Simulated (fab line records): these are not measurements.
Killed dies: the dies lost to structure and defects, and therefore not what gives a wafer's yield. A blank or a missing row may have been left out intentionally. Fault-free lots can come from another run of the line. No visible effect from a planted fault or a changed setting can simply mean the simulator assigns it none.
fab line records / flow n5Finfet
[record] lots = 11 wafers = 33 lastDay = 18
route steps=1938 shown BEOL_M8@1378
lots with no fault: from the same line, run without faults
startH: the number of hours between the record's first day and the start of the first shown wafer of the lot / waitH: hours elapsed since this lot's preceding step / " unchanged from the row above / L1.1+2: one row covering several wafers at once / - no value present, or no start provided / * or withheld: withheld / < > ~ a bound
route shown NAME@n: a module of which the file shows steps, and the number in the route of the first / usual: mean/standard deviation taken from wafers without a fault / same: alike in all rows / chamber/n: place in a boat / sites: each site's reading / _std_site: how widely they spread, as a standard deviation / _edge_site: mean of outer sites minus mean of inner sites / radiusMm: how far each site lies from the wafer's centre / mask NAME#n: copy n / behind: the tool/chamber that last shaped the wafer / hold: cause of the lot's hold/its duration in hours/its outcome / device: which transistor (n, p or np) failed to switch / end of line: the route-end tests of the same wafers / a step given without rows: its recipe and nothing more / killed: dies lost to structure and defects at the first sort, not the wafer's yield / map: per-die view of a wafer (x killed, . not killed, _ where there is no die)
set.NAME: the setting that was run; set.NAME@STEP: the one run at that earlier step / model.NAME: the simulator's own value behind a step, which no gauge read
a sample of lots followed through the steps of the route, with each step as a table and each wafer as a row
services: the hour from which a tool's chamber was out of use, counted from the record's first day as startH (under 0 if before that day), plus the number of hours and why
[[steps]]
[step N5_BEOL_M8_ETCH_41]
[recipe] chemistry = CH3F/O2 target = SiCN targetDepthA = 319 taperDeg = 2 timeS = 57.8 ionEnergyEv = 120 maskMaterial = TiN pressureMtorr = 30 sourceW = 395 biasW = 75 Ar_flow_sccm = 150 CH3F_flow_sccm = 30 O2_flow_sccm = 20
[usual] drypumpMotorCurrentA = 5.9/0.48 oesProductAu = 0.79/0.074 rfVppV = 298.3/1.5 showerheadPlenumPTorr = 2.05/0.059 throttleValvePct = 16.32/0.22
lot.wafer=L810.2 tool=rieDiel-02 chamber=3 startH=- waitH=- drypumpMotorCurrentA=5.8 oesProductAu=0.81 rfHoursCounterH=111 rfVppV=298.7 showerheadPlenumPTorr=2.10 throttleValvePct=16.47
lot.wafer=L810.4 tool=rieDiel-02 chamber=3 startH=- waitH=- drypumpMotorCurrentA=5.8 oesProductAu=0.81 rfHoursCounterH=- rfVppV=300.6 showerheadPlenumPTorr=2.10 throttleValvePct=16.48
lot.wafer=L810.6 tool=rieDiel-02 chamber=1 startH=- waitH=- drypumpMotorCurrentA=5.0 oesProductAu=0.85 rfHoursCounterH=- rfVppV=296.7 showerheadPlenumPTorr=1.95 throttleValvePct=16.19
lot.wafer=L814.1 tool=rieDiel-03 chamber=0 startH=- waitH=- drypumpMotorCurrentA=6.4 oesProductAu=0.88 rfHoursCounterH=32 rfVppV=299.1 showerheadPlenumPTorr=2.04 throttleValvePct=16.03
lot.wafer=L814.2 tool=rieDiel-03 chamber=1 startH=- waitH=- drypumpMotorCurrentA=6.7 oesProductAu=0.71 rfHoursCounterH=206 rfVppV=299.2 showerheadPlenumPTorr=2.06 throttleValvePct=16.11
lot.wafer=L814.4 tool=rieDiel-03 chamber=3 startH=- waitH=- drypumpMotorCurrentA=6.1 oesProductAu=0.73 rfHoursCounterH=188 rfVppV=297.9 showerheadPlenumPTorr=1.99 throttleValvePct=16.44
lot.wafer=L816.2 tool=rieDiel-03 chamber=0 startH=- waitH=- drypumpMotorCurrentA=6.4 oesProductAu=0.86 rfHoursCounterH=35 rfVppV=297.9 showerheadPlenumPTorr=2.04 throttleValvePct=16.03
lot.wafer=L816.3 tool=rieDiel-03 chamber=3 startH=- waitH=- drypumpMotorCurrentA=6.1 oesProductAu=0.73 rfHoursCounterH=191 rfVppV=296.5 showerheadPlenumPTorr=1.99 throttleValvePct=16.43
lot.wafer=L816.5 tool=rieDiel-03 chamber=2 startH=- waitH=- drypumpMotorCurrentA=5.8 oesProductAu=0.82 rfHoursCounterH=- rfVppV=298.9 showerheadPlenumPTorr=2.11 throttleValvePct=16.45
lot.wafer=L817.1 tool=rieDiel-03 chamber=1 startH=- waitH=- drypumpMotorCurrentA=6.7 oesProductAu=0.70 rfHoursCounterH=214 rfVppV=299.5 showerheadPlenumPTorr=2.06 throttleValvePct=16.12
lot.wafer=L817.3 tool=rieDiel-03 chamber=2 startH=- waitH=- drypumpMotorCurrentA=5.8 oesProductAu=0.82 rfHoursCounterH=70 rfVppV=300.3 showerheadPlenumPTorr=2.11 throttleValvePct=16.47
lot.wafer=L817.4 tool=rieDiel-03 chamber=0 startH=- waitH=- drypumpMotorCurrentA=6.4 oesProductAu=0.86 rfHoursCounterH=40 rfVppV=296.6 showerheadPlenumPTorr=2.04 throttleValvePct=16.06
lot.wafer=L819.2 tool=rieDiel-03 chamber=0 startH=- waitH=- drypumpMotorCurrentA=6.4 oesProductAu=0.85 rfHoursCounterH=44 rfVppV=298.6 showerheadPlenumPTorr=2.03 throttleValvePct=16.06
lot.wafer=L819.4 tool=rieDiel-03 chamber=3 startH=- waitH=- drypumpMotorCurrentA=6.1 oesProductAu=0.73 rfHoursCounterH=- rfVppV=297.4 showerheadPlenumPTorr=1.98 throttleValvePct=16.44
lot.wafer=L819.6 tool=rieDiel-03 chamber=0 startH=- waitH=- drypumpMotorCurrentA=6.4 oesProductAu=0.86 rfHoursCounterH=- rfVppV=297.8 showerheadPlenumPTorr=2.03 throttleValvePct=16.06
lot.wafer=L821.1 tool=rieDiel-02 chamber=2 startH=- waitH=- drypumpMotorCurrentA=6.0 oesProductAu=0.87 rfHoursCounterH=30 rfVppV=301.1 showerheadPlenumPTorr=2.13 throttleValvePct=16.29
lot.wafer=L821.3 tool=rieDiel-02 chamber=0 startH=- waitH=- drypumpMotorCurrentA=6.2 oesProductAu=0.70 rfHoursCounterH=220 rfVppV=297.4 showerheadPlenumPTorr=2.07 throttleValvePct=16.46
lot.wafer=L821.4 tool=rieDiel-02 chamber=1 startH=- waitH=- drypumpMotorCurrentA=5.0 oesProductAu=0.82 rfHoursCounterH=76 rfVppV=297.6 showerheadPlenumPTorr=1.94 throttleValvePct=16.21
lot.wafer=L820.1 tool=rieDiel-03 chamber=3 startH=- waitH=- drypumpMotorCurrentA=6.1 oesProductAu=0.72 rfHoursCounterH=208 rfVppV=297.6 showerheadPlenumPTorr=1.98 throttleValvePct=16.46
lot.wafer=L820.4 tool=rieDiel-03 chamber=3 startH=- waitH=- drypumpMotorCurrentA=6.1 oesProductAu=0.71 rfHoursCounterH=- rfVppV=297.0 showerheadPlenumPTorr=1.98 throttleValvePct=16.47
lot.wafer=L820.5 tool=rieDiel-03 chamber=2 startH=- waitH=- drypumpMotorCurrentA=5.8 oesProductAu=0.81 rfHoursCounterH=- rfVppV=298.5 showerheadPlenumPTorr=2.11 throttleValvePct=16.48
lot.wafer=L825.1 tool=rieDiel-02 chamber=1 startH=- waitH=- drypumpMotorCurrentA=5.0 oesProductAu=0.81 rfHoursCounterH=87 rfVppV=296.3 showerheadPlenumPTorr=1.94 throttleValvePct=16.23
lot.wafer=L825.3 tool=rieDiel-02 chamber=2 startH=- waitH=- drypumpMotorCurrentA=6.1 oesProductAu=0.87 rfHoursCounterH=41 rfVppV=301.9 showerheadPlenumPTorr=2.12 throttleValvePct=16.30
lot.wafer=L825.6 tool=rieDiel-02 chamber=0 startH=- waitH=- drypumpMotorCurrentA=6.2 oesProductAu=0.68 rfHoursCounterH=- rfVppV=298.0 showerheadPlenumPTorr=2.07 throttleValvePct=16.47
lot.wafer=L827.1 tool=rieDiel-03 chamber=3 startH=- waitH=- drypumpMotorCurrentA=6.1 oesProductAu=0.72 rfHoursCounterH=221 rfVppV=296.6 showerheadPlenumPTorr=1.97 throttleValvePct=16.48
lot.wafer=L827.5 tool=rieDiel-03 chamber=1 startH=- waitH=- drypumpMotorCurrentA=6.7 oesProductAu=0.70 rfHoursCounterH=- rfVppV=298.3 showerheadPlenumPTorr=2.05 throttleValvePct=16.15
lot.wafer=L827.6 tool=rieDiel-03 chamber=0 startH=- waitH=- drypumpMotorCurrentA=6.4 oesProductAu=0.83 rfHoursCounterH=- rfVppV=296.8 showerheadPlenumPTorr=2.03 throttleValvePct=16.09
lot.wafer=L829.2 tool=rieDiel-05 chamber=2 startH=- waitH=- drypumpMotorCurrentA=5.9 oesProductAu=0.87 rfHoursCounterH=24 rfVppV=298.9 showerheadPlenumPTorr=2.04 throttleValvePct=15.83
lot.wafer=L829.5 tool=rieDiel-05 chamber=1 startH=- waitH=- drypumpMotorCurrentA=4.9 oesProductAu=0.80 rfHoursCounterH=- rfVppV=295.4 showerheadPlenumPTorr=1.94 throttleValvePct=16.22
lot.wafer=L829.6 tool=rieDiel-05 chamber=2 startH=- waitH=- drypumpMotorCurrentA=5.9 oesProductAu=0.87 rfHoursCounterH=- rfVppV=297.3 showerheadPlenumPTorr=2.04 throttleValvePct=15.83
lot.wafer=L830.2 tool=rieDiel-03 chamber=2 startH=- waitH=- drypumpMotorCurrentA=5.8 oesProductAu=0.79 rfHoursCounterH=100 rfVppV=298.8 showerheadPlenumPTorr=2.10 throttleValvePct=16.52
lot.wafer=L830.5 tool=rieDiel-03 chamber=3 startH=- waitH=- drypumpMotorCurrentA=6.2 oesProductAu=0.71 rfHoursCounterH=- rfVppV=297.5 showerheadPlenumPTorr=1.97 throttleValvePct=16.50
lot.wafer=L830.6 tool=rieDiel-03 chamber=2 startH=- waitH=- drypumpMotorCurrentA=5.8 oesProductAu=0.79 rfHoursCounterH=- rfVppV=298.8 showerheadPlenumPTorr=2.10 throttleValvePct=16.54
[step N5_BEOL_M8_CD_MEAS_35]
[recipe] targetCdNm = 40 polarity = opening
[usual] cdNm = 39.8/0.46
lot.wafer=L810.2 tool=cdSem-02 chamber=- startH=237.76 waitH=0.0 cdNm=40.1
lot.wafer=L810.4 tool=cdSem-02 chamber=- startH=237.76 waitH=0.0 cdNm=39.7
lot.wafer=L810.6 tool=cdSem-02 chamber=- startH=237.76 waitH=0.0 cdNm=40.7
lot.wafer=L814.1 tool=cdSem-02 chamber=- startH=262.27 waitH=0.0 cdNm=40.6
lot.wafer=L814.2 tool=cdSem-02 chamber=- startH=262.27 waitH=0.0 cdNm=40.3
lot.wafer=L814.4 tool=cdSem-02 chamber=- startH=262.27 waitH=0.0 cdNm=40.0
lot.wafer=L816.2 tool=cdSem-03 chamber=- startH=274.81 waitH=0.0 cdNm=39.6
lot.wafer=L816.3 tool=cdSem-03 chamber=- startH=274.81 waitH=0.0 cdNm=39.2
lot.wafer=L816.5 tool=cdSem-03 chamber=- startH=274.81 waitH=0.0 cdNm=39.8
lot.wafer=L817.1 tool=cdSem-01 chamber=- startH=286.20 waitH=0.0 cdNm=39.6
lot.wafer=L817.3 tool=cdSem-01 chamber=- startH=286.20 waitH=0.0 cdNm=39.6
lot.wafer=L817.4 tool=cdSem-01 chamber=- startH=286.20 waitH=0.0 cdNm=39.5
lot.wafer=L819.2 tool=cdSem-03 chamber=- startH=296.17 waitH=0.0 cdNm=39.9
lot.wafer=L819.4 tool=cdSem-03 chamber=- startH=296.17 waitH=0.0 cdNm=39.7
lot.wafer=L819.6 tool=cdSem-03 chamber=- startH=296.17 waitH=0.0 cdNm=39.9
lot.wafer=L821.1 tool=cdSem-03 chamber=- startH=296.43 waitH=0.0 cdNm=39.3
lot.wafer=L821.3 tool=cdSem-03 chamber=- startH=296.43 waitH=0.0 cdNm=38.6
lot.wafer=L821.4 tool=cdSem-03 chamber=- startH=296.43 waitH=0.0 cdNm=39.0
lot.wafer=L820.1 tool=cdSem-01 chamber=- startH=308.36 waitH=0.0 cdNm=39.4
lot.wafer=L820.4 tool=cdSem-01 chamber=- startH=308.36 waitH=0.0 cdNm=39.8
lot.wafer=L820.5 tool=cdSem-01 chamber=- startH=308.36 waitH=0.0 cdNm=39.7
lot.wafer=L825.1 tool=cdSem-01 chamber=- startH=329.39 waitH=0.0 cdNm=39.3
lot.wafer=L825.3 tool=cdSem-01 chamber=- startH=329.39 waitH=0.0 cdNm=39.9
lot.wafer=L825.6 tool=cdSem-01 chamber=- startH=329.39 waitH=0.0 cdNm=39.8
lot.wafer=L827.1 tool=cdSem-03 chamber=- startH=340.66 waitH=0.0 cdNm=40.3
lot.wafer=L827.5 tool=cdSem-03 chamber=- startH=340.66 waitH=0.0 cdNm=40.2
lot.wafer=L827.6 tool=cdSem-03 chamber=- startH=340.66 waitH=0.0 cdNm=39.7
lot.wafer=L829.2 tool=cdSem-02 chamber=- startH=346.32 waitH=0.0 cdNm=40.1
lot.wafer=L829.5 tool=cdSem-02 chamber=- startH=346.32 waitH=0.0 cdNm=40.0
lot.wafer=L829.6 tool=cdSem-02 chamber=- startH=346.32 waitH=0.0 cdNm=39.6
lot.wafer=L830.2 tool=cdSem-03 chamber=- startH=353.39 waitH=0.0 cdNm=39.5
lot.wafer=L830.5 tool=cdSem-03 chamber=- startH=353.39 waitH=0.0 cdNm=40.5
lot.wafer=L830.6 tool=cdSem-03 chamber=- startH=353.39 waitH=0.0 cdNm=40.2
[step N5_BEOL_M8_CURE_75]
[recipe] tempC = 370 timeS = 120 ambient = DMADMS/He material = SiCOH_lowk
[usual] lampPowerPct = 52.32/0.055 runLengthS = 179.3/1.8 wafer_temp_C_max = 372.0/0.61
lot.wafer=L810.2 tool=uvCure-02 chamber=0 startH=237.85 waitH=0.1 lampPowerPct=52.32 runLengthS=178.1 wafer_temp_C_max=372.4
lot.wafer=L810.4 tool=uvCure-02 chamber=0 startH=237.85 waitH=0.1 lampPowerPct=52.38 runLengthS=178.0 wafer_temp_C_max=371.7
lot.wafer=L810.6 tool=uvCure-02 chamber=0 startH=237.85 waitH=0.1 lampPowerPct=52.31 runLengthS=177.8 wafer_temp_C_max=371.6
lot.wafer=L814.1 tool=uvCure-02 chamber=1 startH=262.31 waitH=0.0 lampPowerPct=52.30 runLengthS=182.5 wafer_temp_C_max=372.5
lot.wafer=L814.2 tool=uvCure-02 chamber=1 startH=262.31 waitH=0.0 lampPowerPct=52.22 runLengthS=181.8 wafer_temp_C_max=372.3
lot.wafer=L814.4 tool=uvCure-02 chamber=1 startH=262.31 waitH=0.0 lampPowerPct=52.40 runLengthS=181.9 wafer_temp_C_max=373.0
lot.wafer=L816.2 tool=uvCure-02 chamber=1 startH=275.07 waitH=0.3 lampPowerPct=52.27 runLengthS=181.9 wafer_temp_C_max=372.5
lot.wafer=L816.3 tool=uvCure-02 chamber=1 startH=275.07 waitH=0.3 lampPowerPct=52.22 runLengthS=181.9 wafer_temp_C_max=372.0
lot.wafer=L816.5 tool=uvCure-02 chamber=1 startH=275.07 waitH=0.3 lampPowerPct=52.39 runLengthS=182.1 wafer_temp_C_max=372.5
lot.wafer=L817.1 tool=uvCure-01 chamber=1 startH=286.51 waitH=0.3 lampPowerPct=52.32 runLengthS=182.2 wafer_temp_C_max=372.9
lot.wafer=L817.3 tool=uvCure-01 chamber=1 startH=286.51 waitH=0.3 lampPowerPct=52.21 runLengthS=182.1 wafer_temp_C_max=372.4
lot.wafer=L817.4 tool=uvCure-01 chamber=1 startH=286.51 waitH=0.3 lampPowerPct=52.45 runLengthS=181.4 wafer_temp_C_max=373.3
lot.wafer=L819.2 tool=uvCure-03 chamber=0 startH=296.31 waitH=0.1 lampPowerPct=- runLengthS=- wafer_temp_C_max=-
lot.wafer=L819.4 tool=uvCure-03 chamber=0 startH=296.31 waitH=0.1 lampPowerPct=- runLengthS=- wafer_temp_C_max=-
lot.wafer=L819.6 tool=uvCure-03 chamber=0 startH=296.31 waitH=0.1 lampPowerPct=- runLengthS=- wafer_temp_C_max=-
lot.wafer=L821.1 tool=uvCure-02 chamber=2 startH=296.73 waitH=0.3 lampPowerPct=- runLengthS=- wafer_temp_C_max=-
lot.wafer=L821.3 tool=uvCure-02 chamber=2 startH=296.73 waitH=0.3 lampPowerPct=- runLengthS=- wafer_temp_C_max=-
lot.wafer=L821.4 tool=uvCure-02 chamber=2 startH=296.73 waitH=0.3 lampPowerPct=- runLengthS=- wafer_temp_C_max=-
lot.wafer=L820.1 tool=uvCure-03 chamber=2 startH=308.40 waitH=0.0 lampPowerPct=- runLengthS=- wafer_temp_C_max=-
lot.wafer=L820.4 tool=uvCure-03 chamber=2 startH=308.40 waitH=0.0 lampPowerPct=- runLengthS=- wafer_temp_C_max=-
lot.wafer=L820.5 tool=uvCure-03 chamber=2 startH=308.40 waitH=0.0 lampPowerPct=- runLengthS=- wafer_temp_C_max=-
lot.wafer=L825.1 tool=uvCure-03 chamber=0 startH=329.43 waitH=0.0 lampPowerPct=52.34 runLengthS=179.1 wafer_temp_C_max=371.3
lot.wafer=L825.3 tool=uvCure-03 chamber=0 startH=329.43 waitH=0.0 lampPowerPct=52.33 runLengthS=178.5 wafer_temp_C_max=372.0
lot.wafer=L825.6 tool=uvCure-03 chamber=0 startH=329.43 waitH=0.0 lampPowerPct=52.35 runLengthS=178.5 wafer_temp_C_max=371.5
lot.wafer=L827.1 tool=uvCure-03 chamber=0 startH=340.70 waitH=0.0 lampPowerPct=52.29 runLengthS=178.8 wafer_temp_C_max=371.0
lot.wafer=L827.5 tool=uvCure-03 chamber=0 startH=340.70 waitH=0.0 lampPowerPct=52.36 runLengthS=178.3 wafer_temp_C_max=372.1
lot.wafer=L827.6 tool=uvCure-03 chamber=0 startH=340.70 waitH=0.0 lampPowerPct=52.34 runLengthS=178.3 wafer_temp_C_max=371.2
lot.wafer=L829.2 tool=uvCure-02 chamber=0 startH=346.74 waitH=0.4 lampPowerPct=52.35 runLengthS=178.4 wafer_temp_C_max=371.2
lot.wafer=L829.5 tool=uvCure-02 chamber=0 startH=346.74 waitH=0.4 lampPowerPct=52.43 runLengthS=177.5 wafer_temp_C_max=371.5
lot.wafer=L829.6 tool=uvCure-02 chamber=0 startH=346.74 waitH=0.4 lampPowerPct=52.29 runLengthS=178.1 wafer_temp_C_max=371.5
lot.wafer=L830.2 tool=uvCure-01 chamber=0 startH=353.48 waitH=0.1 lampPowerPct=52.26 runLengthS=178.2 wafer_temp_C_max=371.7
lot.wafer=L830.5 tool=uvCure-01 chamber=0 startH=353.48 waitH=0.1 lampPowerPct=52.27 runLengthS=178.5 wafer_temp_C_max=371.3
lot.wafer=L830.6 tool=uvCure-01 chamber=0 startH=353.48 waitH=0.1 lampPowerPct=52.34 runLengthS=177.9 wafer_temp_C_max=371.9
[step N5_BEOL_M8_SPUTTER_48]
[recipe] material = Cu targetThkA = 100 tempC = -20 biasV = 60 powerW = 26000 chamberPressurePa = 0.13 timeS = 1.667
[usual] throttleValvePct = 30.4/0.85
lot.wafer=L810.2 tool=pvdSputter-03 chamber=- startH=240.25 waitH=0.9 throttleValvePct=29.4
lot.wafer=L810.4 tool=pvdSputter-03 chamber=- startH=240.25 waitH=0.9 throttleValvePct=31.9
lot.wafer=L810.6 tool=pvdSputter-03 chamber=- startH=240.25 waitH=0.9 throttleValvePct=29.5
lot.wafer=L814.1 tool=pvdSputter-02 chamber=- startH=263.70 waitH=0.1 throttleValvePct=29.3
lot.wafer=L814.2 tool=pvdSputter-02 chamber=- startH=263.70 waitH=0.1 throttleValvePct=30.2
lot.wafer=L814.4 tool=pvdSputter-02 chamber=- startH=263.70 waitH=0.1 throttleValvePct=28.8
lot.wafer=L816.2 tool=pvdSputter-03 chamber=- startH=276.47 waitH=0.1 throttleValvePct=31.7
lot.wafer=L816.3 tool=pvdSputter-03 chamber=- startH=276.47 waitH=0.1 throttleValvePct=29.2
lot.wafer=L816.5 tool=pvdSputter-03 chamber=- startH=276.47 waitH=0.1 throttleValvePct=32.5
lot.wafer=L817.1 tool=pvdSputter-01 chamber=- startH=289.41 waitH=0.1 throttleValvePct=30.4
lot.wafer=L817.3 tool=pvdSputter-01 chamber=- startH=289.41 waitH=0.1 throttleValvePct=31.1
lot.wafer=L817.4 tool=pvdSputter-01 chamber=- startH=289.41 waitH=0.1 throttleValvePct=30.2
lot.wafer=L819.2 tool=pvdSputter-03 chamber=- startH=297.52 waitH=0.1 throttleValvePct=31.6
lot.wafer=L819.4 tool=pvdSputter-03 chamber=- startH=297.52 waitH=0.1 throttleValvePct=32.3
lot.wafer=L819.6 tool=pvdSputter-03 chamber=- startH=297.52 waitH=0.1 throttleValvePct=32.2
lot.wafer=L821.1 tool=pvdSputter-01 chamber=- startH=298.02 waitH=0.1 throttleValvePct=30.8
lot.wafer=L821.3 tool=pvdSputter-01 chamber=- startH=298.02 waitH=0.1 throttleValvePct=30.9
lot.wafer=L821.4 tool=pvdSputter-01 chamber=- startH=298.02 waitH=0.1 throttleValvePct=30.3
lot.wafer=L820.1 tool=pvdSputter-01 chamber=- startH=310.80 waitH=0.2 throttleValvePct=31.1
lot.wafer=L820.4 tool=pvdSputter-01 chamber=- startH=310.80 waitH=0.2 throttleValvePct=30.4
lot.wafer=L820.5 tool=pvdSputter-01 chamber=- startH=310.80 waitH=0.2 throttleValvePct=30.4
lot.wafer=L825.1 tool=pvdSputter-01 chamber=- startH=332.11 waitH=0.1 throttleValvePct=30.8
lot.wafer=L825.3 tool=pvdSputter-01 chamber=- startH=332.11 waitH=0.1 throttleValvePct=30.3
lot.wafer=L825.6 tool=pvdSputter-01 chamber=- startH=332.11 waitH=0.1 throttleValvePct=30.2
lot.wafer=L827.1 tool=pvdSputter-01 chamber=- startH=342.20 waitH=0.1 throttleValvePct=29.9
lot.wafer=L827.5 tool=pvdSputter-01 chamber=- startH=342.20 waitH=0.1 throttleValvePct=30.6
lot.wafer=L827.6 tool=pvdSputter-01 chamber=- startH=342.20 waitH=0.1 throttleValvePct=30.1
lot.wafer=L829.2 tool=pvdSputter-02 chamber=- startH=347.87 waitH=0.1 throttleValvePct=29.7
lot.wafer=L829.5 tool=pvdSputter-02 chamber=- startH=347.87 waitH=0.1 throttleValvePct=30.0
lot.wafer=L829.6 tool=pvdSputter-02 chamber=- startH=347.87 waitH=0.1 throttleValvePct=30.0
lot.wafer=L830.2 tool=pvdSputter-01 chamber=- startH=356.76 waitH=0.2 throttleValvePct=30.4
lot.wafer=L830.5 tool=pvdSputter-01 chamber=- startH=356.76 waitH=0.2 throttleValvePct=30.2
lot.wafer=L830.6 tool=pvdSputter-01 chamber=- startH=356.76 waitH=0.2 throttleValvePct=30.7
[[services]]
tool=uvCure-01 chamber=- startH=220.60 hours=2.1 kind=pm
tool=rieDiel-03 chamber=1 startH=222.81 hours=2.7 kind=repair
tool=rieDiel-02 chamber=0 startH=236.29 hours=1.6 kind=repair
tool=rieDiel-05 chamber=2 startH=248.47 hours=1.5 kind=repair
tool=rieDiel-05 chamber=2 startH=250.18 hours=- kind=clean
tool=rieDiel-05 chamber=2 startH=250.18 hours=- kind=consumableReplace:focusRing
tool=rieDiel-05 chamber=2 startH=250.18 hours=13.4 kind=scheduledDown
tool=rieDiel-05 chamber=2 startH=250.18 hours=13.4 kind=ventCycle
tool=rieDiel-03 chamber=0 startH=253.76 hours=5.9 kind=repair
tool=rieDiel-05 chamber=1 startH=276.26 hours=3.2 kind=repair
tool=pvdSputter-01 chamber=- startH=283.92 hours=0.7 kind=repair
tool=uvCure-02 chamber=- startH=291.28 hours=1.2 kind=repair
tool=rieDiel-05 chamber=- startH=322.76 hours=14.6 kind=pm
tool=uvCure-03 chamber=- startH=331.52 hours=1.0 kind=pm
tool=rieDiel-05 chamber=0 startH=341.64 hours=21.4 kind=repair
tool=uvCure-03 chamber=- startH=345.35 hours=7.5 kind=pm
[[key]]
[firstSign] step = N5_BEOL_M8_CURE_75 reading = toolRecord direction = missing
effect none on later readings
metAt N5_BEOL_M8_CURE_75
struckLots L819,L820,L821
notActingAt N5_BEOL_M8_ETCH_41,N5_BEOL_M8_CD_MEAS_35,N5_BEOL_M8_SPUTTER_48
onsetBetween 275.07 296.31
[earlierFault] kind = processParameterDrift tool = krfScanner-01 chamber = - onsetH = 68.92 steps = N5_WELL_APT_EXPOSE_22 channel = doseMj offset = 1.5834 shape = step actsIn = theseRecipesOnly stated = 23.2
[earlierFault] kind = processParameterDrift tool = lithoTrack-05 chamber = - onsetH = 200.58 steps = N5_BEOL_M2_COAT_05 channel = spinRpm offset = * shape = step actsIn = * stated = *
[fault] kind = skippedStepWhole tool = uvCure-02,uvCure-03 chamber = - onsetH = 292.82 steps = N5_BEOL_M8_CURE_75 scope = struckLotsOnly
